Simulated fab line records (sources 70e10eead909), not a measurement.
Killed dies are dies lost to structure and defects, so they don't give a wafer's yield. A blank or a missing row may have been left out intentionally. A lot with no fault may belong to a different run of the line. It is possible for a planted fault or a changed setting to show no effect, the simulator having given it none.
Which tool was responsible? -- flow nandHarc -- 6 lots, 18 wafers sampled, at 5 steps of a route of 1302

== WHAT EACH GAUGE READ, for each wafer ==
NHARC_END_SORT_01.
lot,measured,on,defectLimitedYield (%)
L681,day 26 10:28,prober-02,0 0 0

== WHICH TOOL RAN EACH LOT (tool, then ch and the chambers of the sampled wafers, then the start) ==
lot,NHARC_A_BONDPAD_ETCH_24,NHARC_A_BONDPAD_PRE_CLEAN_26,NHARC_THIN_TSV_ECD_20,NHARC_THIN_TSV_DEGAS_53
L677,"rieDiel-07 ch 0,1,3, day 23 23:58 or earlier","pvdSputter-02, day 23 23:58 or earlier","ecdCu-01 ch 0,1, day 23 23:58","pvdSputter-02, day 24 01:31"
L681,"rieDiel-13 ch 0,1,2, day 25 22:43 or earlier","pvdSputter-02, day 25 22:43 or earlier","ecdCu-01 ch 0,1, day 25 22:43","pvdSputter-02, day 26 00:10"
L687,"rieDiel-07 ch 0,1,2, day 27 18:06 or earlier","pvdSputter-03, day 27 18:06 or earlier","ecdCu-02 ch 0,1, day 27 18:06","pvdSputter-01, day 27 19:35"
L691,"rieDiel-13 ch 0,2,3, day 30 03:27 or earlier","pvdSputter-02, day 30 03:27 or earlier","ecdCu-02 ch 0,1, day 30 03:27","pvdSputter-02, day 30 04:59"
L693,"rieDiel-07 ch 0,1,2, day 30 14:57 or earlier","pvdSputter-03, day 30 14:57 or earlier","ecdCu-02 ch 0,1, day 30 14:57","pvdSputter-02, day 30 16:29"
L697,"rieDiel-07 ch 1,2, day 32 15:43 or earlier","pvdSputter-02, day 32 15:43 or earlier","ecdCu-02 ch 0,1, day 32 15:43","pvdSputter-03, day 32 17:15"
- NHARC_A_BONDPAD_ETCH_24: etches the open film in CF4/N2, target depth 30 nm, time 72.99 s.
- NHARC_A_BONDPAD_PRE_CLEAN_26: time 30 s.
- NHARC_THIN_TSV_ECD_20: material Cu, target thk 2000 nm.
- NHARC_THIN_TSV_DEGAS_53: time 60 s.

== THE ANSWER, worked out from the rows above alone ==
Rule: usual is defined by the lots themselves. Put in order of their means at a reading, lots are off if they are a third of the lots or fewer, leave a main group of 4 or more, and stand apart from it by a gap of 3 or more times the standard deviation of the main group's means; of several such gaps the widest counts. If all means in a main group match to the digits the tables above print for the reading, that group is not used. A lot without any number at a reading at which 4 lots or more have one is off too. The other lots that the step has rows for count as sound.
No lot is off on any of the readings shown, so nothing can be concluded from this.

== WHAT THE SIMULATOR HAD INSERTED ==
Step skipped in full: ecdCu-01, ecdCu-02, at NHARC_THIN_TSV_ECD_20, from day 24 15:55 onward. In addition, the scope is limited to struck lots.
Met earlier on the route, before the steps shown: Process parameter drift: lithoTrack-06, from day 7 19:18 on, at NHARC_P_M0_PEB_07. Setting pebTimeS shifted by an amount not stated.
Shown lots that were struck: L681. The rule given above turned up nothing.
